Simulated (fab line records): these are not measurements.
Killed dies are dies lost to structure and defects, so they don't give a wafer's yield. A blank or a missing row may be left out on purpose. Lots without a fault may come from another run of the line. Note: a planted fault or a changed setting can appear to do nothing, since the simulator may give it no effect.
fab line records	flow nand-harc	part 1 of 2: steps 1 to 4 of 6
record: lots: 24	wafers: 72	last-day: 24
route steps=1159 shown A_STAIRCASE@621
lots with no fault: from the same line, run without faults
start-h: hours from the record's first day to the start of the lot's first wafer shown	wait-h: how many hours have passed since the lot's step before this one	" unchanged from the row above	L1.1+2: a single row standing in for several wafers	- value missing, or start not given	* or withheld: withheld	< > ~ a bound
route shown NAME@n: names a module that has steps shown in the file, with the first one's number in the route	usual: mean/standard deviation of fault-free wafers	same: alike in all rows	chamber/n: place in a boat	sites: each site's reading	_std_site: the standard deviation of these	_edge_site: the outer-site mean with the inner-site mean subtracted	radius-mm: how far each site lies from the wafer's centre	mask NAME#n: copy n	behind: the most recent tool/chamber to have shaped the wafer	hold: why the lot went on hold/how many hours it stayed there/how the hold came to an end	device: transistor that didn't switch, given as n, p or np	end of line: at the end of the route, the tests of the same wafers	a step given without rows: its recipe and nothing more	killed: not the wafer's yield, but the dies lost to structure and defects at the first sort	map: a wafer's dies, x killed, . not, _ none there
set.NAME: setting as actually run; set.NAME@STEP: the setting as run at that earlier step	model.NAME: the simulator's own value behind a step, which no gauge read
route steps across a sampled set of lots; one table per step, one row per wafer
services: from which hour (start-h, from the record's first day; less than 0 if before it) a tool's chamber was out of use, for how many hours, and why
== steps ==
step: NHARC_A_STAIRCASE_ETCH_227
recipe: target-depth-a: 1000	time-s: 40.5	ion-energy-ev: 400	c4f8-flow-sccm: 20	o2-flow-sccm: 10	ar-flow-sccm: withheld	rf-w: 600	bias-w: 1000	chemistry: C4F8/O2
usual: oes-product-au: 0.936/0.013	rf-vpp-V: 897/6.4
lot.wafer	tool	chamber	start-h	wait-h	oes-product-au	rf-hours-counter-h	rf-vpp-V
L074.2	rie-diel-11	2	-	-	0.945	17	906
L074.1	"	3	"	"	0.958	19	890
L074.5	"	1	"	"	0.957	-	903
L077.4	rie-diel-05	1	-	-	0.936	32	893
L077.3	"	3	"	"	0.946	32	887
L077.6	"	1	"	"	0.929	-	895
L075.2	rie-diel-05	1	-	-	0.943	32	894
L075.3	"	2	"	"	0.932	32	892
L075.5	"	2	"	"	0.947	-	890
L076.2	rie-diel-12	2	-	-	0.926	17	889
L076.4	"	3	"	"	0.939	17	902
L076.5	"	0	"	"	0.922	-	900
L078.3	rie-diel-12	3	-	-	0.939	17	900
L078.2	"	0	"	"	0.908	17	899
L078.5	"	0	"	"	0.913	-	901
L079.2	rie-diel-12	2	-	-	0.930	22	891
L079.3	"	3	"	"	0.957	22	901
L079.6	"	3	"	"	0.939	-	900
L081.4	rie-diel-05	1	-	-	0.926	41	894
L081.1	"	3	"	"	0.941	40	888
L081.2	"	0	"	"	0.944	40	894
L080.4	rie-diel-12	2	-	-	0.938	24	889
L080.2	"	1	"	"	0.935	25	905
L080.6	"	3	"	"	0.952	-	899
L082.3	rie-diel-12	1	-	-	0.938	29	906
L082.1	"	0	"	"	0.911	28	903
L082.5	"	1	"	"	0.931	-	905
L083.3	rie-diel-05	1	-	-	0.931	49	894
L083.1	"	3	"	"	0.950	46	888
L083.5	"	0	"	"	0.935	-	895
L084.1	rie-diel-11	0	-	-	0.926	39	891
L084.2	"	1	"	"	0.937	44	903
L084.6	"	1	"	"	0.935	-	903
L085.1	rie-diel-12	1	-	-	0.935	32	906
L085.4	"	3	"	"	0.951	31	898
L085.5	"	1	"	"	0.930	-	904
L087.2	rie-diel-11	3	-	-	0.963	49	888
L087.4	"	2	"	"	0.955	49	906
L087.5	"	3	"	"	0.959	-	888
L086.4	rie-diel-12	2	-	-	0.934	34	890
L086.1	"	1	"	"	0.936	35	905
L086.6	"	3	"	"	0.956	-	901
L088.3	rie-diel-12	3	-	-	0.957	41	898
L088.2	"	0	"	"	0.922	41	900
L088.6	"	3	"	"	0.958	-	900
L090.3	rie-diel-05	1	-	-	0.947	65	894
L090.1	"	0	"	"	0.936	61	893
L090.6	"	2	"	"	0.940	-	890
L089.2	rie-diel-12	0	-	-	0.924	44	899
L089.1	"	1	"	"	0.937	44	905
L089.5	"	0	"	"	0.917	-	900
L091.4	rie-diel-11	1	-	-	0.949	61	903
L091.1	"	3	"	"	0.937	59	889
L091.6	"	1	"	"	0.950	-	905
L093.2	rie-diel-12	3	-	-	0.943	45	899
L093.1	"	2	"	"	0.924	45	889
L093.6	"	3	"	"	0.946	-	898
L092.1	rie-diel-11	3	-	-	0.941	64	888
L092.4	"	0	"	"	0.957	60	890
L092.3	"	1	"	"	0.946	65	904
L096.2	rie-diel-12	1	-	-	0.925	54	906
L096.4	"	2	"	"	0.920	56	889
L096.5	"	0	"	"	0.916	-	898
L097.4	rie-diel-12	3	-	-	0.936	58	900
L097.2	"	1	"	"	0.932	59	905
L097.6	"	3	"	"	0.930	-	899
L094.1	rie-diel-12	2	-	-	0.932	59	889
L094.4	"	3	"	"	0.945	58	898
L094.6	"	1	"	"	0.935	-	905
L095.1	rie-diel-11	2	-	-	0.934	2	905
L095.3	"	0	"	"	0.920	2	890
L095.6	"	2	"	"	0.931	-	904
step: NHARC_A_STAIRCASE_TRIM_229
recipe: time-s: 211.2	o2-flow-sccm: 500	ar-flow-sccm: 0	bias-w: 0	chemistry: O2
usual: drypump-motor-current-A: 5.8/0.5	oes-product-au: 0.996/0.014	rf-vpp-V: 57.8/0.88	showerhead-plenum-p-Torr: 3.52/0.18	throttle-valve-pct: 17.035/0.0093
lot.wafer	tool	chamber	start-h	wait-h	drypump-motor-current-A	oes-product-au	rf-hours-counter-h	rf-vpp-V	showerhead-plenum-p-Torr	throttle-valve-pct
L074.2	rie-diel-12	2	239.71	0.1	5.4	0.999	9	58.9	3.36	17.018
L074.1	"	3	"	"	5.6	1.007	10	56.2	3.65	17.020
L074.5	"	1	"	"	5.9	0.997	-	59.3	3.80	17.022
L077.3	rie-diel-11	2	254.80	0.1	6.1	0.989	21	59.2	3.80	17.039
L077.4	"	1	"	"	5.7	1.005	21	59.2	3.77	17.025
L077.6	"	3	"	"	6.6	0.994	-	57.9	3.33	17.030
L075.2	rie-diel-05	0	255.61	0.1	4.8	1.002	33	56.4	3.49	17.034
L075.3	"	1	"	"	5.7	0.985	32	56.4	3.49	17.033
L075.5	"	3	"	"	6.5	1.010	-	57.6	3.30	17.011
L076.4	rie-diel-12	1	264.94	0.1	5.9	0.996	17	59.1	3.80	17.036
L076.2	"	3	"	"	5.6	1.011	17	58.9	3.64	17.047
L076.5	"	2	"	"	5.4	0.981	-	58.1	3.36	17.051
L078.2	rie-diel-05	1	265.09	0.1	5.7	0.990	36	58.4	3.48	17.039
L078.3	"	3	"	"	6.5	1.021	35	56.8	3.30	17.032
L078.5	"	2	"	"	6.1	0.987	-	58.8	3.38	17.042
L079.3	rie-diel-05	3	273.63	0.1	6.5	1.022	39	58.0	3.30	17.038
L079.2	"	1	"	"	5.7	0.997	40	56.5	3.48	17.045
L079.6	"	0	"	"	4.8	0.997	-	57.9	3.49	17.031
L081.4	rie-diel-05	1	276.48	0.1	5.7	0.985	41	57.5	3.48	17.025
L081.2	"	2	"	"	6.1	0.978	42	57.2	3.37	17.035
L081.1	"	3	"	"	6.5	1.001	40	57.8	3.30	17.027
L080.4	rie-diel-11	1	277.98	0.1	5.7	1.012	34	57.5	3.76	17.042
L080.2	"	3	"	"	6.6	0.991	35	59.4	3.33	17.032
L080.6	"	1	"	"	5.7	1.013	-	58.1	3.76	17.027
L082.3	rie-diel-12	2	290.93	0.1	5.3	0.994	28	58.0	3.35	17.043
L082.1	"	0	"	"	6.1	0.987	28	57.2	3.66	17.043
L082.5	"	2	"	"	5.3	0.988	-	58.0	3.35	17.026
L083.3	rie-diel-05	1	292.68	0.1	5.7	0.996	49	57.9	3.48	17.040
L083.1	"	2	"	"	6.1	0.997	49	57.4	3.37	17.031
L083.5	"	1	"	"	5.7	0.998	-	58.5	3.48	17.027
L084.2	rie-diel-11	0	297.00	0.1	5.8	0.994	39	58.2	3.36	17.033
L084.1	"	1	"	"	5.7	0.991	44	59.1	3.75	17.021
L084.6	"	2	"	"	6.1	0.975	-	56.5	3.78	17.032
L085.1	rie-diel-05	3	310.35	0.1	6.5	1.008	50	58.4	3.29	17.042
L085.4	"	0	"	"	4.8	1.003	49	57.8	3.48	17.047
L085.5	"	3	"	"	6.5	1.018	-	56.6	3.29	17.024
L087.2	rie-diel-11	0	318.13	0.1	5.7	1.010	45	58.2	3.36	17.028
L087.4	"	1	"	"	5.7	1.029	50	58.4	3.75	17.034
L087.5	"	0	"	"	5.7	1.003	-	56.9	3.36	17.023
L086.4	rie-diel-05	1	318.49	0.1	5.7	0.991	56	57.2	3.47	17.033
L086.1	"	2	"	"	6.1	0.985	57	58.0	3.37	17.031
L086.6	"	0	"	"	4.8	0.998	-	57.1	3.48	17.030
L088.2	rie-diel-12	2	340.02	0.1	5.4	0.991	41	58.3	3.34	17.053
L088.3	"	0	"	"	6.1	0.982	41	57.4	3.65	17.040
L088.6	"	1	"	"	5.9	0.990	-	58.4	3.78	17.052
L090.3	rie-diel-12	1	340.66	0.1	5.9	0.982	42	59.9	3.78	17.033
L090.1	"	3	"	"	5.5	0.999	41	58.1	3.63	17.041
L090.6	"	1	"	"	6.0	0.995	-	58.4	3.78	17.047
L089.2	rie-diel-12	1	344.77	0.1	6.0	0.980	44	58.4	3.78	17.058
L089.1	"	2	"	"	5.4	0.986	44	58.2	3.34	17.049
L089.5	"	1	"	"	5.9	0.980	-	58.3	3.78	17.034
L091.4	rie-diel-12	1	346.97	0.1	6.0	0.980	45	59.3	3.78	17.052
L091.1	"	0	"	"	6.1	0.971	45	57.4	3.65	17.025
L091.6	"	2	"	"	5.4	0.986	-	58.2	3.34	17.036
L093.1	rie-diel-12	1	347.67	0.2	5.9	0.981	46	58.3	3.78	17.038
L093.2	"	2	"	"	5.3	0.993	46	57.2	3.34	17.053
L093.6	"	1	"	"	5.9	0.987	-	58.6	3.78	17.036
L092.1	rie-diel-11	2	356.97	0.1	6.1	0.994	64	58.6	3.77	17.028
L092.4	"	0	"	"	5.8	1.014	60	57.5	3.35	17.036
L092.3	"	1	"	"	5.7	1.033	65	60.0	3.74	17.034
L096.4	rie-diel-05	1	372.29	0.1	5.7	1.021	7	56.4	3.46	17.038
L096.2	"	3	"	"	6.5	1.000	7	59.8	3.80	17.037
L096.5	"	1	"	"	5.7	1.027	-	58.0	3.46	17.029
L097.4	rie-diel-05	1	377.60	0.1	5.7	1.019	10	57.1	3.46	17.019
L097.2	"	2	"	"	6.1	0.974	10	58.6	3.36	17.043
L097.6	"	2	"	"	6.1	0.970	-	57.0	3.35	17.036
L094.4	rie-diel-12	2	377.63	0.1	5.3	0.991	59	57.7	3.33	17.036
L094.1	"	1	"	"	5.9	0.998	59	57.9	3.77	17.031
L094.6	"	2	"	"	5.4	0.996	-	56.9	3.33	17.027
L095.1	rie-diel-05	0	384.64	0.1	4.8	1.013	10	56.6	3.47	17.040
L095.3	"	1	"	"	5.7	1.024	13	58.5	3.46	17.032
L095.6	"	1	"	"	5.7	1.020	-	56.6	3.46	17.032
step: NHARC_A_STAIRCASE_ETCH_236
recipe: target-depth-a: 1000	time-s: 40.5	ion-energy-ev: 400	c4f8-flow-sccm: 20	o2-flow-sccm: 10	ar-flow-sccm: withheld	rf-w: 600	bias-w: 1000	chemistry: C4F8/O2
usual: oes-product-au: 0.936/0.015	rf-vpp-V: 895/6.4
lot.wafer	tool	chamber	start-h	wait-h	oes-product-au	rf-hours-counter-h	rf-vpp-V
L074.1	rie-diel-12	3	-	-	0.952	10	901
L074.2	"	2	"	"	0.933	9	890
L074.5	"	3	"	"	0.948	-	901
L077.3	rie-diel-11	2	-	-	0.921	21	904
L077.4	"	1	"	"	0.940	22	905
L077.6	"	2	"	"	0.937	-	906
L075.2	rie-diel-05	3	-	-	0.953	33	887
L075.3	"	0	"	"	0.945	33	893
L075.5	"	3	"	"	0.955	-	889
L078.3	rie-diel-05	3	-	-	0.937	36	889
L078.2	"	0	"	"	0.936	36	895
L078.5	"	2	"	"	0.909	-	890
L076.4	rie-diel-12	3	-	-	0.958	20	900
L076.2	"	0	"	"	0.939	21	903
L076.5	"	3	"	"	0.950	-	901
L079.2	rie-diel-05	0	-	-	0.944	39	894
L079.3	"	2	"	"	0.935	41	890
L079.6	"	0	"	"	0.937	-	894
L081.4	rie-diel-05	2	-	-	0.922	42	891
L081.1	"	0	"	"	0.945	40	894
L081.2	"	1	"	"	0.934	41	895
L080.2	rie-diel-11	1	-	-	0.938	34	905
L080.4	"	2	"	"	0.915	33	905
L080.6	"	1	"	"	0.936	-	903
L082.3	rie-diel-12	2	-	-	0.938	29	890
L082.1	"	3	"	"	0.942	28	900
L082.5	"	2	"	"	0.944	-	889
L083.3	rie-diel-05	3	-	-	0.955	47	886
L083.1	"	0	"	"	0.928	46	896
L083.5	"	2	"	"	0.926	-	890
L084.2	rie-diel-11	3	-	-	0.938	42	888
L084.1	"	0	"	"	0.935	40	890
L084.6	"	3	"	"	0.925	-	889
L085.4	rie-diel-05	2	-	-	0.924	55	888
L085.1	"	1	"	"	0.938	54	894
L085.5	"	2	"	"	0.933	-	889
L087.2	rie-diel-11	3	-	-	0.953	49	888
L087.4	"	2	"	"	0.942	49	906
L087.5	"	0	"	"	0.941	-	890
L086.4	rie-diel-05	0	-	-	0.922	52	893
L086.1	"	1	"	"	0.917	57	894
L086.6	"	3	"	"	0.941	-	888
L088.3	rie-diel-12	3	-	-	0.936	41	900
L088.2	"	0	"	"	0.919	41	901
L088.6	"	2	"	"	0.930	-	888
L090.1	rie-diel-12	1	-	-	0.926	42	905
L090.3	"	3	"	"	0.939	42	900
L090.6	"	0	"	"	0.911	-	901
L089.1	rie-diel-12	2	-	-	0.925	44	890
L089.2	"	1	"	"	0.921	45	906
L089.5	"	2	"	"	0.925	-	890
L091.1	rie-diel-12	3	-	-	0.932	46	900
L091.4	"	0	"	"	0.924	46	901
L091.6	"	2	"	"	0.922	-	889
L093.2	rie-diel-12	2	-	-	0.933	46	888
L093.1	"	0	"	"	0.912	46	900
L093.6	"	2	"	"	0.931	-	887
L092.1	rie-diel-11	0	-	-	0.954	60	889
L092.3	"	2	"	"	0.939	65	906
L092.4	"	3	"	"	0.935	64	887
L096.4	rie-diel-05	2	-	-	0.909	10	890
L096.2	"	1	"	"	0.940	10	893
L096.5	"	3	"	"	0.917	-	906
L094.1	rie-diel-12	2	-	-	0.947	60	889
L094.4	"	0	"	"	0.929	59	899
L094.6	"	2	"	"	0.944	-	890
L097.4	rie-diel-05	3	-	-	0.962	10	907
L097.2	"	0	"	"	0.958	8	892
L097.6	"	1	"	"	0.969	-	893
L095.1	rie-diel-05	3	-	-	0.941	13	904
L095.3	"	0	"	"	0.970	11	894
L095.6	"	2	"	"	0.914	-	891
step: NHARC_A_STAIRCASE_HM_OPEN_460
recipe: o2-flow-sccm: 400	cos-flow-sccm: 20	ar-flow-sccm: 0	rf-w: 500	bias-w: 300	chemistry: O2/COS
usual: drypump-motor-current-A: 5.9/0.49	oes-product-au: 0.998/0.014	rf-vpp-V: 467/3.7	showerhead-plenum-p-Torr: 3.13/0.17	throttle-valve-pct: 28.330/0.0091
lot.wafer	tool	chamber	start-h	wait-h	drypump-motor-current-A	oes-product-au	rf-hours-counter-h	rf-vpp-V	showerhead-plenum-p-Torr	throttle-valve-pct
L074.1	rie-diel-12	1	-	-	5.9	0.977	10	471	3.37	28.342
L074.2	"	2	"	"	5.3	0.983	10	463	2.97	28.326
L074.5	"	2	"	"	5.3	0.983	-	464	2.97	28.341
L077.3	rie-diel-12	2	-	-	5.4	0.984	15	463	2.97	28.328
L077.4	"	1	"	"	5.9	0.997	15	472	3.36	28.333
L077.6	"	2	"	"	5.4	0.990	-	463	2.97	28.323
L075.2	rie-diel-11	2	-	-	6.1	0.985	24	473	3.36	28.323
L075.3	"	3	"	"	6.6	1.000	26	462	2.94	28.331
L075.5	"	1	"	"	5.7	1.004	-	470	3.33	28.324
L078.3	rie-diel-11	3	-	-	6.7	0.997	33	464	2.94	28.329
L078.2	"	0	"	"	5.8	0.991	29	466	2.98	28.338
L078.5	"	2	"	"	6.1	0.983	-	473	3.36	28.313
L076.4	rie-diel-12	1	-	-	5.9	0.992	23	471	3.36	28.316
L076.2	"	3	"	"	5.6	1.000	23	470	3.22	28.322
L076.5	"	0	"	"	6.1	0.983	-	469	3.24	28.322
L079.2	rie-diel-11	3	-	-	6.6	0.996	38	464	2.94	28.333
L079.3	"	1	"	"	5.7	1.010	38	470	3.33	28.334
L079.6	"	3	"	"	6.6	1.003	-	462	2.94	28.324
L081.2	rie-diel-12	0	-	-	6.1	0.985	27	470	3.24	28.325
L081.4	"	1	"	"	5.9	0.997	27	472	3.36	28.331
L081.1	"	2	"	"	5.4	0.995	26	464	2.96	28.325
L080.4	rie-diel-05	3	-	-	6.5	1.014	44	463	2.91	28.333
L080.2	"	0	"	"	4.8	0.987	44	467	3.09	28.330
L080.6	"	1	"	"	5.7	0.995	-	466	3.08	28.337
L082.1	rie-diel-11	3	-	-	6.7	0.995	42	461	2.94	28.322
L082.3	"	0	"	"	5.7	1.001	40	465	2.97	28.308
L082.5	"	1	"	"	5.7	1.009	-	471	3.32	28.327
L083.1	rie-diel-05	2	-	-	6.1	0.998	50	465	2.98	28.329
L083.3	"	3	"	"	6.5	1.014	47	463	2.91	28.336
L083.5	"	3	"	"	6.5	1.018	-	463	2.91	28.324
L084.2	rie-diel-12	1	-	-	6.0	0.980	32	472	3.36	28.322
L084.1	"	2	"	"	5.3	0.987	32	464	2.96	28.336
L084.6	"	0	"	"	6.1	0.981	-	470	3.24	28.323
L085.1	rie-diel-05	2	-	-	6.2	0.986	56	463	2.98	28.318
L085.4	"	0	"	"	4.8	0.998	51	464	3.08	28.346
L085.5	"	3	"	"	6.5	1.001	-	461	2.91	28.318
L087.4	rie-diel-05	2	-	-	6.1	0.981	60	464	2.97	28.312
L087.2	"	1	"	"	5.7	0.999	58	466	3.07	28.328
L087.5	"	3	"	"	6.5	1.012	-	463	2.91	28.326
L086.4	rie-diel-05	3	-	-	6.5	1.006	56	462	2.91	28.342
L086.1	"	0	"	"	4.7	0.990	54	467	3.08	28.346
L086.6	"	2	"	"	6.1	0.972	-	464	2.97	28.338
L088.3	rie-diel-11	3	-	-	6.7	0.993	59	462	2.93	28.344
L088.2	"	0	"	"	5.8	1.012	56	462	2.97	28.325
L088.6	"	2	"	"	6.1	0.995	-	472	3.34	28.321
L090.3	rie-diel-11	3	-	-	6.6	1.008	60	464	2.93	28.316
L090.1	"	0	"	"	5.8	1.008	57	465	2.97	28.331
L090.6	"	2	"	"	6.1	0.990	-	471	3.34	28.334
L089.1	rie-diel-11	2	-	-	6.1	0.996	61	473	3.34	28.348
L089.2	"	0	"	"	5.8	1.004	58	464	2.96	28.331
L089.5	"	2	"	"	6.1	0.995	-	473	3.34	28.336
L091.4	rie-diel-12	3	-	-	5.5	1.003	49	468	3.21	28.327
L091.1	"	0	"	"	6.1	0.977	48	469	3.23	28.319
L091.6	"	2	"	"	5.3	0.986	-	463	2.95	28.336
L093.2	rie-diel-05	2	-	-	6.1	0.975	1	464	2.97	28.331
L093.1	"	1	"	"	5.7	1.021	1	468	3.07	28.324
L093.6	"	3	"	"	6.5	1.003	-	473	3.37	28.329
L092.3	rie-diel-05	3	-	-	6.5	0.994	4	474	3.37	28.340
L092.1	"	1	"	"	5.7	1.019	4	468	3.07	28.344
L092.4	"	2	"	"	6.1	0.972	4	463	2.97	28.329
L096.2	rie-diel-05	3	-	-	6.5	1.003	11	473	3.37	28.331
L096.4	"	0	"	"	4.8	1.014	9	466	3.07	28.332
L096.5	"	3	"	"	6.5	0.999	-	472	3.37	28.313
L094.1	rie-diel-11	2	-	-	6.1	1.001	2	472	3.34	28.328
L094.6	"	2	"	"	6.1	1.012	-	471	3.34	28.338
L094.4	"	3	"	"	6.7	1.012	-	463	2.92	28.340
L097.4	rie-diel-05	2	-	-	6.1	0.981	13	464	2.96	28.331
L097.2	"	3	"	"	6.5	1.008	13	473	3.37	28.329
L097.6	"	2	"	"	6.1	0.967	-	464	2.97	28.321
L095.1	rie-diel-11	2	-	-	6.1	1.009	6	472	3.33	28.325
L095.3	"	0	"	"	5.8	0.984	7	465	2.96	28.332
L095.6	"	2	"	"	6.1	1.008	-	471	3.33	28.326
